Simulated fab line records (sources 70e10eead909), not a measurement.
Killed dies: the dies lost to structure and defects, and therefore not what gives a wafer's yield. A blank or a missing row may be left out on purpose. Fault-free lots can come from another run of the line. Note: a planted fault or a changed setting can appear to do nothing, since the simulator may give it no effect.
Which tool is to blame? | flow nand_harc | 24 lots, 72 wafers sampled, at 6 steps of a route of 1159

## WHAT EACH GAUGE READ, for each wafer
Not one reading of a measure or inspect step in the record can be checked against a usual standard deviation.

## WHAT TOOL EACH LOT RAN ON (gives the tool, then ch and the chambers of the sampled wafers, and finally the start)
lot  | NHARC_A_STAIRCASE_ETCH_227                    | NHARC_A_STAIRCASE_STRIP_254          | NHARC_A_STAIRCASE_HM_OPEN_463                 | NHARC_A_STAIRCASE_ETCHBACK_416                | NHARC_A_STAIRCASE_CMP_152     | NHARC_A_STAIRCASE_STRIP_475
L075 | rie_diel-03 ch 0,2,3, day 11 00:47 or earlier | plasma_asher-01 ch 0,1, day 11 00:47 | rie_diel-11 ch 0,2,3, day 13 02:01 or earlier | rie_diel-02 ch 0,1,3, day 13 02:01 or earlier | cmp-02 ch 0,1,3, day 13 02:01 | rie_diel-02 ch 0,1,3, no start
L074 | rie_diel-03 ch 0,2,3, day 11 01:55 or earlier | plasma_asher-01 ch 0,1, day 11 01:55 | rie_diel-02 ch 0,1,2, day 13 02:22 or earlier | rie_diel-03 ch 0,2,3, day 13 02:22 or earlier | cmp-02 ch 0,2,3, day 13 02:22 | rie_diel-11 ch 0,2,3, no start
L077 | rie_diel-11 ch 1,2,3, day 11 21:08 or earlier | plasma_asher-02 ch 0,1, day 11 21:08 | rie_diel-11 ch 1,2,3, day 13 23:37 or earlier | rie_diel-02 ch 1,2, day 13 23:37 or earlier   | cmp-01 ch 0,1,3, day 13 23:37 | rie_diel-02 ch 0,1,3, no start
L076 | rie_diel-03 ch 2,3, day 11 21:38 or earlier   | plasma_asher-01 ch 0,1, day 11 21:38 | rie_diel-11 ch 0,1, day 14 04:43 or earlier   | rie_diel-02 ch 1,2, day 14 04:43 or earlier   | cmp-02 ch 2,3, day 14 04:43   | rie_diel-02 ch 2,3, no start
L078 | rie_diel-03 ch 0,3, day 12 08:40 or earlier   | plasma_asher-02 ch 0,1, day 12 08:40 | rie_diel-03 ch 2,3, day 14 14:35 or earlier   | rie_diel-11 ch 0,2,3, day 14 14:35 or earlier | cmp-01 ch 0,1,3, day 14 14:35 | rie_diel-02 ch 0,1,3, no start
L079 | rie_diel-02 ch 1,3, day 12 08:47 or earlier   | plasma_asher-01 ch 0,1, day 12 08:47 | rie_diel-03 ch 0,1,2, day 14 14:56 or earlier | rie_diel-02 ch 0,1,3, day 14 14:56 or earlier | cmp-01 ch 1,3, day 14 14:56   | rie_diel-03 ch 0,1, day 14 16:03
L080 | rie_diel-11 ch 1,2, day 13 04:41 or earlier   | plasma_asher-02 ch 0,1, day 13 04:41 | rie_diel-11 ch 0,1, day 15 14:01 or earlier   | rie_diel-03 ch 0,1,3, day 15 14:01 or earlier | cmp-02 ch 1,2,3, day 15 14:01 | rie_diel-03 ch 0,1,2, no start
L081 | rie_diel-02 ch 1,3, day 13 04:55 or earlier   | plasma_asher-01 ch 0,1, day 13 04:55 | rie_diel-03 ch 0,1,2, day 15 21:23 or earlier | rie_diel-11 ch 1,2, day 15 21:23 or earlier   | cmp-01 ch 0,1, day 15 21:23   | rie_diel-02 ch 0,2, no start
L082 | rie_diel-03 ch 0,3, day 13 08:38 or earlier   | plasma_asher-01 ch 0,1, day 13 08:38 | rie_diel-03 ch 0,3, day 16 04:26 or earlier   | rie_diel-03 ch 0,3, day 16 04:26 or earlier   | cmp-01 ch 1,2,3, day 16 04:26 | rie_diel-02 ch 0,1,3, no start
L084 | rie_diel-03 ch 0,2, day 13 10:06 or earlier   | plasma_asher-02 ch 0,1, day 13 10:06 | rie_diel-03 ch 0,1, day 16 04:08 or earlier   | rie_diel-02 ch 0,1,2, day 16 04:08 or earlier | cmp-03 ch 0,3, day 16 04:08   | rie_diel-02 ch 0,2, no start
L083 | rie_diel-02 ch 0,2,3, day 13 14:08 or earlier | plasma_asher-02 ch 0,1, day 13 14:08 | rie_diel-02 ch 1,2, day 16 04:44 or earlier   | rie_diel-03 ch 0,1,3, day 16 04:44 or earlier | cmp-02 ch 0,1,3, day 16 04:44 | rie_diel-11 ch 0,3, day 16 05:47
L087 | rie_diel-02 ch 1,2, day 14 15:44 or earlier   | plasma_asher-02 ch 0,1, day 14 15:44 | rie_diel-11 ch 1,2, day 17 01:07 or earlier   | rie_diel-11 ch 0,1, day 17 01:07 or earlier   | cmp-03 ch 1,2, day 17 01:07   | rie_diel-03 ch 0,1,2, no start
L085 | rie_diel-03 ch 0,1,3, day 14 17:06 or earlier | plasma_asher-01 ch 0,1, day 14 17:06 | rie_diel-11 ch 0,2,3, day 17 01:25 or earlier | rie_diel-02 ch 0,1,3, day 17 01:25 or earlier | cmp-02 ch 0,1,2, day 17 01:25 | rie_diel-11 ch 0,1,3, no start
L086 | rie_diel-02 ch 0,1,3, day 14 17:40 or earlier | plasma_asher-01 ch 0,1, day 14 17:40 | rie_diel-03 ch 0,1,2, day 17 00:50 or earlier | rie_diel-02 ch 0,1,3, day 17 00:50 or earlier | cmp-02 ch 0,2,3, day 17 00:50 | rie_diel-02 ch 0,1,3, no start
L088 | rie_diel-11 ch 1,2,3, day 14 20:48 or earlier | plasma_asher-02 ch 0,1, day 14 20:48 | rie_diel-03 ch 0,3, day 17 00:34 or earlier   | rie_diel-03 ch 0,2,3, day 17 00:34 or earlier | cmp-01 ch 0,1,3, day 17 00:34 | rie_diel-02 ch 0,2,3, no start
L089 | rie_diel-03 ch 0,1,3, day 14 22:37 or earlier | plasma_asher-02 ch 0,1, day 14 22:37 | rie_diel-02 ch 1,2,3, day 17 08:57 or earlier | rie_diel-02 ch 0,2,3, day 17 08:57 or earlier | cmp-03 ch 0,2, day 17 08:57   | rie_diel-02 ch 1,2, day 17 10:05
L092 | rie_diel-02 ch 0,1,2, day 15 08:03 or earlier | plasma_asher-01 ch 0,1, day 15 08:03 | rie_diel-11 ch 0,1,3, day 17 16:32 or earlier | rie_diel-02 ch 0,2,3, day 17 16:32 or earlier | cmp-03 ch 0,1,2, day 17 16:32 | rie_diel-02 ch 1,2,3, no start
L090 | rie_diel-11 ch 0,2, day 15 08:08 or earlier   | plasma_asher-02 ch 0,1, day 15 08:08 | rie_diel-11 ch 0,2,3, day 17 16:09 or earlier | rie_diel-02 ch 0,1,3, day 17 16:09 or earlier | cmp-03 ch 0,2, day 17 16:09   | rie_diel-02 ch 1,2,3, no start
L091 | rie_diel-02 ch 1,2, day 15 13:54 or earlier   | plasma_asher-02 ch 1, day 15 13:54   | rie_diel-03 ch 2,3, day 17 23:06 or earlier   | rie_diel-02 ch 0,1,2, day 17 23:06 or earlier | cmp-03 ch 0,1,3, day 17 23:06 | rie_diel-02 ch 0,1,2, no start
L093 | rie_diel-02 ch 0,1, day 15 19:01 or earlier   | plasma_asher-02 ch 0,1, day 15 19:01 | rie_diel-02 ch 0,1,3, day 18 03:14 or earlier | rie_diel-02 ch 1,2,3, day 18 03:14 or earlier | cmp-01 ch 1,2, day 18 03:14   | rie_diel-03 ch 0,1,2, no start
L094 | rie_diel-03 ch 0,1,2, day 15 19:41 or earlier | plasma_asher-01 ch 0,1, day 15 19:41 | rie_diel-02 ch 0,2,3, day 18 03:24 or earlier | rie_diel-02 ch 1,2, day 18 03:24 or earlier   | cmp-01 ch 0,1,2, day 18 03:24 | rie_diel-02 ch 0,1, no start
L096 | rie_diel-02 ch 0,1, day 16 14:55 or earlier   | plasma_asher-01 ch 0,1, day 16 14:55 | rie_diel-03 ch 1,2, day 19 00:18 or earlier   | rie_diel-11 ch 0,1,3, day 19 00:18 or earlier | cmp-03 ch 0,1,3, day 19 00:18 | rie_diel-11 ch 0,1,3, no start
L095 | rie_diel-03 ch 0,1, day 16 15:35 or earlier   | plasma_asher-01 ch 0,1, day 16 15:35 | rie_diel-11 ch 0,2, day 18 23:40 or earlier   | rie_diel-03 ch 0,1,2, day 18 23:40 or earlier | cmp-02 ch 2,3, day 18 23:40   | rie_diel-11 ch 1,2,3, no start
L097 | rie_diel-02 ch 0,2, day 16 22:23 or earlier   | plasma_asher-02 ch 0,1, day 16 22:23 | rie_diel-02 ch 1,3, day 19 03:36 or earlier   | rie_diel-11 ch 0,2,3, day 19 03:36 or earlier | cmp-02 ch 0,1,2, day 19 03:36 | rie_diel-11 ch 1,3, no start
- NHARC_A_STAIRCASE_ETCH_227: etches the open film in C4F8/O2, target depth 100 nm, time 40.5 s.
- NHARC_A_STAIRCASE_STRIP_254: strips in O2.
- NHARC_A_STAIRCASE_HM_OPEN_463: chemistry O2/COS.
- NHARC_A_STAIRCASE_ETCHBACK_416: etches the open film in C4F8/O2/Ar, target depth 36 nm, time 7.2 s.
- NHARC_A_STAIRCASE_CMP_152: polishes.
- NHARC_A_STAIRCASE_STRIP_475: strips in O2, time 20 s.

## AS READ BY THE TOOLS THEMSELVES (means over the sampled wafers that have a number; for cases with no such wafer, the mark the record gives instead)
NHARC_A_STAIRCASE_ETCH_227. Usual: oes_product_au 0.940 a.u., standard deviation 0.013; rf_vpp_V 897 V, standard deviation 6.8.
lot  | tool        | oes_product_au (a.u.) | rf_vpp_V (V) | flag
L075 | rie_diel-03 | 0.943                 | 899          |
L074 | rie_diel-03 | 0.946                 | 900          |
L077 | rie_diel-11 | 0.930                 | 888          |
L076 | rie_diel-03 | 0.933                 | 894          |
L078 | rie_diel-03 | 0.951                 | 899          |
L079 | rie_diel-02 | 0.963                 | 898          |
L080 | rie_diel-11 | 0.946                 | 888          |
L081 | rie_diel-02 | 0.944                 | 899          |
L082 | rie_diel-03 | 0.947                 | 898          |
L084 | rie_diel-03 | 0.949                 | 905          |
L083 | rie_diel-02 | 0.946                 | 898          |
L087 | rie_diel-02 | 0.940                 | 900          |
L085 | rie_diel-03 | 0.933                 | 895          |
L086 | rie_diel-02 | 0.938                 | 899          |
L088 | rie_diel-11 | 0.931                 | 888          |
L089 | rie_diel-03 | 0.930                 | 895          |
L092 | rie_diel-02 | 0.962                 | 901          |
L090 | rie_diel-11 | 0.939                 | 893          |
L091 | rie_diel-02 | 0.967                 | 898          |
L093 | rie_diel-02 | 0.947                 | 902          |
L094 | rie_diel-03 | 0.956                 | 900          |
L096 | rie_diel-02 | 0.939                 | 902          |
L095 | rie_diel-03 | 0.924                 | 895          |
L097 | rie_diel-02 | 0.957                 | 903          |

NHARC_A_STAIRCASE_STRIP_254. Usual: drypump_motor_current_A 5.50 A, standard deviation 0.27; heater_power_w 356 W, standard deviation 9.8; temp_c 250.00 C, standard deviation 0.19.
lot  | tool            | drypump_motor_current_A (A) | heater_power_w (W) | temp_c (C) | flag
L075 | plasma_asher-01 | 5.39                        | 349                | 249.97     |
L074 | plasma_asher-01 | 5.63                        | 356                | 250.10     |
L077 | plasma_asher-02 | 5.55                        | 367                | 250.02     |
L076 | plasma_asher-01 | 5.40                        | 352                | 249.87     |
L078 | plasma_asher-02 | 5.52                        | 366                | 249.92     |
L079 | plasma_asher-01 | 5.40                        | 347                | 250.09     |
L080 | plasma_asher-02 | 5.55                        | 352                | 249.91     |
L081 | plasma_asher-01 | 5.63                        | 352                | 249.85     |
L082 | plasma_asher-01 | 5.61                        | 351                | 249.89     |
L084 | plasma_asher-02 | 5.42                        | 362                | 250.28     |
L083 | plasma_asher-02 | 5.55                        | 364                | 250.07     |
L087 | plasma_asher-02 | 5.44                        | 362                | 250.10     |
L085 | plasma_asher-01 | 5.61                        | 349                | 249.97     |
L086 | plasma_asher-01 | 5.40                        | 351                | 250.08     |
L088 | plasma_asher-02 | 5.40                        | 358                | 250.03     |
L089 | plasma_asher-02 | 5.45                        | 363                | 249.96     |
L092 | plasma_asher-01 | 5.64                        | 350                | 249.98     |
L090 | plasma_asher-02 | 5.42                        | 362                | 249.89     |
L091 | plasma_asher-02 | 5.31                        | 360                | 249.92     |
L093 | plasma_asher-02 | 5.39                        | 363                | 249.83     |
L094 | plasma_asher-01 | 5.60                        | 350                | 250.08     |
L096 | plasma_asher-01 | 5.60                        | 349                | 250.05     |
L095 | plasma_asher-01 | 5.63                        | 350                | 250.13     |
L097 | plasma_asher-02 | 5.56                        | 366                | 250.14     |

NHARC_A_STAIRCASE_HM_OPEN_463. Usual: drypump_motor_current_A 5.7 A, standard deviation 0.58; oes_product_au 0.998 a.u., standard deviation 0.012; rf_vpp_V 467 V, standard deviation 3.9; showerhead_plenum_p_Torr 3.12 Torr, standard deviation 0.18; throttle_valve_pct 28.331 %, standard deviation 0.0085.
lot  | tool        | drypump_motor_current_A (A) | oes_product_au (a.u.) | rf_vpp_V (V) | showerhead_plenum_p_Torr (Torr) | throttle_valve_pct (%) | flag
L075 | rie_diel-11 | 6.1                         | 0.989                 | 466          | 3.09                            | 28.324                 |
L074 | rie_diel-02 | 6.1                         | 0.992                 | 470          | 3.26                            | 28.336                 |
L077 | rie_diel-11 | 5.6                         | 0.987                 | 463          | 2.94                            | 28.319                 |
L076 | rie_diel-11 | 5.9                         | 0.989                 | 467          | 3.08                            | 28.331                 |
L078 | rie_diel-03 | 5.5                         | 0.995                 | 465          | 3.06                            | 28.330                 |
L079 | rie_diel-03 | 5.5                         | 1.005                 | 469          | 3.23                            | 28.332                 |
L080 | rie_diel-11 | 6.4                         | 0.981                 | 468          | 3.21                            | 28.337                 |
L081 | rie_diel-03 | 5.5                         | 1.001                 | 470          | 3.23                            | 28.331                 |
L082 | rie_diel-03 | 5.7                         | 1.006                 | 468          | 3.19                            | 28.333                 |
L084 | rie_diel-03 | 5.5                         | 1.007                 | 470          | 3.23                            | 28.334                 |
L083 | rie_diel-02 | 6.6                         | 1.008                 | 469          | 3.22                            | 28.338                 |
L087 | rie_diel-11 | 5.9                         | 1.000                 | 463          | 2.92                            | 28.330                 |
L085 | rie_diel-11 | 6.1                         | 0.993                 | 466          | 3.07                            | 28.330                 |
L086 | rie_diel-03 | 5.5                         | 1.013                 | 470          | 3.22                            | 28.339                 |
L088 | rie_diel-03 | 5.6                         | 1.000                 | 466          | 3.05                            | 28.331                 |
L089 | rie_diel-02 | 6.3                         | 1.002                 | 468          | 3.14                            | 28.344                 |
L092 | rie_diel-11 | 5.9                         | 0.987                 | 467          | 3.07                            | 28.328                 |
L090 | rie_diel-11 | 6.1                         | 0.991                 | 466          | 3.07                            | 28.333                 |
L091 | rie_diel-03 | 5.5                         | 1.014                 | 468          | 3.19                            | 28.333                 |
L093 | rie_diel-02 | 5.7                         | 1.002                 | 468          | 3.19                            | 28.330                 |
L094 | rie_diel-02 | 5.7                         | 1.008                 | 468          | 3.17                            | 28.334                 |
L096 | rie_diel-03 | 5.4                         | 1.008                 | 470          | 3.22                            | 28.324                 |
L095 | rie_diel-11 | 6.4                         | 0.996                 | 466          | 3.05                            | 28.329                 |
L097 | rie_diel-02 | 6.2                         | 0.999                 | 467          | 3.15                            | 28.326                 |

NHARC_A_STAIRCASE_ETCHBACK_416. Usual: oes_product_au 0.95 a.u., standard deviation 0.039; rf_vpp_V 724 V, standard deviation 5.3.
lot  | tool        | oes_product_au (a.u.) | rf_vpp_V (V) | flag
L075 | rie_diel-02 | 0.93                  | 726          |
L074 | rie_diel-03 | 0.92                  | 725          |
L077 | rie_diel-02 | 0.92                  | 726          |
L076 | rie_diel-02 | 0.92                  | 726          |
L078 | rie_diel-11 | 0.91                  | 721          |
L079 | rie_diel-02 | 0.93                  | 726          |
L080 | rie_diel-03 | 0.93                  | 723          |
L081 | rie_diel-11 | 0.98                  | 717          |
L082 | rie_diel-03 | 0.94                  | 725          |
L084 | rie_diel-02 | 0.91                  | 728          |
L083 | rie_diel-03 | 1.00                  | 723          |
L087 | rie_diel-11 | 0.91                  | 720          |
L085 | rie_diel-02 | 1.01                  | 726          |
L086 | rie_diel-02 | 1.00                  | 726          |
L088 | rie_diel-03 | 0.93                  | 726          |
L089 | rie_diel-02 | 0.92                  | 726          |
L092 | rie_diel-02 | 1.01                  | 726          |
L090 | rie_diel-02 | 1.01                  | 726          |
L091 | rie_diel-02 | 0.94                  | 726          |
L093 | rie_diel-02 | 0.93                  | 724          |
L094 | rie_diel-02 | 0.94                  | 726          |
L096 | rie_diel-11 | 1.00                  | 721          |
L095 | rie_diel-03 | 0.93                  | 726          |
L097 | rie_diel-11 | 0.99                  | 721          |

NHARC_A_STAIRCASE_CMP_152. Usual: motor_current_A at 11.6 A, with a standard deviation of 1.3.
lot  | tool   | motor_current_A (A) | flag
L075 | cmp-02 | 11.4                |
L074 | cmp-02 | 10.7                |
L077 | cmp-01 | 11.1                |
L076 | cmp-02 | 10.8                |
L078 | cmp-01 | 10.6                |
L079 | cmp-01 | 10.9                |
L080 | cmp-02 | 11.6                |
L081 | cmp-01 | 10.9                |
L082 | cmp-01 | 10.9                |
L084 | cmp-03 | 12.6                |
L083 | cmp-02 | 11.9                |
L087 | cmp-03 | 12.4                |
L085 | cmp-02 | 12.8                |
L086 | cmp-02 | 11.0                |
L088 | cmp-01 | 11.1                |
L089 | cmp-03 | 11.7                |
L092 | cmp-03 | 12.3                |
L090 | cmp-03 | 11.4                |
L091 | cmp-03 | 13.2                |
L093 | cmp-01 | 11.2                |
L094 | cmp-01 | 11.5                |
L096 | cmp-03 | 12.7                |
L095 | cmp-02 | 10.3                |
L097 | cmp-02 | 12.5                |

NHARC_A_STAIRCASE_STRIP_475. Usual: drypump_motor_current_A 5.9 A, standard deviation 0.71; oes_product_au 1.001 a.u., standard deviation 0.012; rf_vpp_V 57.8 V, standard deviation 0.88; showerhead_plenum_p_Torr 3.56 Torr, standard deviation 0.18; throttle_valve_pct 17.036 %, standard deviation 0.0094.
lot  | tool        | drypump_motor_current_A (A) | oes_product_au (a.u.) | rf_vpp_V (V) | showerhead_plenum_p_Torr (Torr) | throttle_valve_pct (%) | flag
L075 | rie_diel-02 | 5.7                         | 0.995                 | 57.7         | 3.62                            | 17.035                 |
L074 | rie_diel-11 | 6.1                         | 0.989                 | 57.7         | 3.48                            | 17.041                 |
L077 | rie_diel-02 | 5.7                         | 0.995                 | 59.0         | 3.62                            | 17.039                 |
L076 | rie_diel-02 | 6.4                         | 1.006                 | 57.9         | 3.52                            | 17.033                 |
L078 | rie_diel-02 | 5.7                         | 1.009                 | 57.9         | 3.61                            | 17.040                 |
L079 | rie_diel-03 | 5.5                         | 1.008                 | 58.5         | 3.64                            | 17.032                 |
L080 | rie_diel-03 | 5.5                         | 1.007                 | 57.8         | 3.64                            | 17.037                 |
L081 | rie_diel-02 | 6.2                         | 1.012                 | 58.7         | 3.64                            | 17.046                 |
L082 | rie_diel-02 | 5.7                         | 1.008                 | 58.7         | 3.61                            | 17.033                 |
L084 | rie_diel-02 | 5.5                         | 1.008                 | 57.7         | 3.70                            | 17.029                 |
L083 | rie_diel-11 | 5.8                         | 0.988                 | 58.0         | 3.48                            | 17.042                 |
L087 | rie_diel-03 | 5.5                         | 1.001                 | 58.0         | 3.64                            | 17.032                 |
L085 | rie_diel-11 | 5.9                         | 0.991                 | 57.7         | 3.47                            | 17.046                 |
L086 | rie_diel-02 | 5.7                         | 1.002                 | 58.4         | 3.60                            | 17.034                 |
L088 | rie_diel-02 | 5.7                         | 1.006                 | 57.7         | 3.58                            | 17.044                 |
L089 | rie_diel-02 | 6.7                         | 1.009                 | 57.8         | 3.60                            | 17.033                 |
L092 | rie_diel-02 | 6.3                         | 1.008                 | 57.7         | 3.54                            | 17.029                 |
L090 | rie_diel-02 | 6.3                         | 1.003                 | 57.3         | 3.54                            | 17.033                 |
L091 | rie_diel-02 | 6.1                         | 1.005                 | 58.8         | 3.66                            | 17.047                 |
L093 | rie_diel-03 | 5.5                         | 1.017                 | 58.7         | 3.63                            | 17.038                 |
L094 | rie_diel-02 | 5.5                         | 1.011                 | 57.9         | 3.72                            | 17.029                 |
L096 | rie_diel-11 | 5.9                         | 0.983                 | 57.7         | 3.46                            | 17.032                 |
L095 | rie_diel-11 | 5.6                         | 0.992                 | 56.7         | 3.30                            | 17.036                 |
L097 | rie_diel-11 | 5.4                         | 0.990                 | 57.4         | 3.30                            | 17.046                 |

## THE ANSWER, worked out from the rows above alone
Rule: lot off if the mean of its wafers having a number is beyond 3 standard deviations from the usual mean. A lot without any number at a reading at which 4 lots or more have one is off too. The other lots that the step has rows for count as sound. Order of review: gauges by route order, followed by the tools' own readings, for which a lot's mean as printed above is used. The first step at which some lot is off is used, and at that step the reading that is off furthest; a lot without a number counts as furthest.
Nothing can be told from this: no lot is off at any reading shown.

## WHAT THE SIMULATOR HAD PUT IN
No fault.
